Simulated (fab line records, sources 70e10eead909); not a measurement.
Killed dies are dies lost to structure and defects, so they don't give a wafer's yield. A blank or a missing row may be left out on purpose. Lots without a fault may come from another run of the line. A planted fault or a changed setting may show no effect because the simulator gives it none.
A struck lot beside a sound one | flow nand_harc | 14 steps out of a route of 1302
Sound: wafers L987.2, L987.3, L987.4. Struck: wafers L980.1, L980.3, L980.4. The cause comes at the end.
At each step with rows: each side's tool, then ch and its chambers, then its first start. Under that, the readings that differ: sound wafers | struck wafers | difference of the means | sigmas: that difference in standard deviations of wafers without a fault.
alike: readings whose means differ by less than 2 such deviations, and words and numbers that are the same on both sides. not compared: withheld readings, readings that some wafer has no value for, bounds like >300 that may hide the same value, and numbers for which the record gives no deviation and whose values overlap.
The two part at a step that has a row with sigmas, a row that says differs or no value, or rows on one side only. Numbers that don't overlap but have no deviation are shown without sigmas and don't part them. A reading that every wafer of one side lacks parts them only if that side has two wafers or more.

first, 9 steps without rows for these wafers: NHARC_A_STAIRCASE_DEHYDRATE_242 (time 120 s); NHARC_A_STAIRCASE_HMDS_243 (time 30 s); NHARC_A_STAIRCASE_COAT_244; NHARC_A_STAIRCASE_SOFTBAKE_245 (time 170 s); NHARC_A_STAIRCASE_EBR_246; NHARC_A_STAIRCASE_EXPOSE_247 (exposes mask SDS 1); NHARC_A_STAIRCASE_PEB_248 (peb time 130 s); NHARC_A_STAIRCASE_DEVELOP_249 (time 140 s); NHARC_A_STAIRCASE_HARDBAKE_251 (time 140 s).
NHARC_A_STAIRCASE_DESCUM_252: chemistry O2, time 3 s.
  sound on rie_diel-11 ch 0,1,2, day 20 21:37; struck on rie_diel-01 ch 0,1,3, day 18 09:34
  alike: drypump_motor_current_A, mfc_ar_sccm, oes_product_au, rf_vpp_V, showerhead_plenum_p_Torr, throttle_valve_pct
  not compared: rf_hours_counter_h
NHARC_A_STAIRCASE_ETCH_253: etches the open film in C4F8/O2, target depth 50 nm, time 20.2 s.
  sound on rie_diel-11 ch 0,2,3, day 20 21:43; struck on rie_diel-01 ch 0,1,3, day 18 09:38
  reading                | sound    | struck  | difference | sigmas
  rf_hours_counter_h (h) | 14 12 13 | 10 10 9 | -3         |
  alike: oes_product_au, rf_vpp_V
NHARC_A_STAIRCASE_STRIP_254: strips in O2.
  sound on plasma_asher-02 ch 0,1, day 20 21:48; struck on plasma_asher-02 ch 0,1, day 18 09:47
  no value came back on the struck wafers for drypump_motor_current_A (A), heater_power_w (W); on the sound wafers drypump_motor_current_A (A) reads 6.1 6.1 5.5
  not compared: rf_hours_counter_h
then, 1 step without rows for these wafers: NHARC_A_STAIRCASE_STRIP_255 (strips in SPM, time 900 s).
NHARC_END_SORT_01:
  the record has rows for the sound wafers here (prober-02 ch 0, day 29 01:39) and none for the struck ones

WHERE THEY PART
First at NHARC_A_STAIRCASE_STRIP_254; last, within this record, at NHARC_END_SORT_01.

WHY: what the simulator had put in
Skipped step whole: plasma_asher-02, from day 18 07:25 on, at NHARC_A_STAIRCASE_STRIP_254. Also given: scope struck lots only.
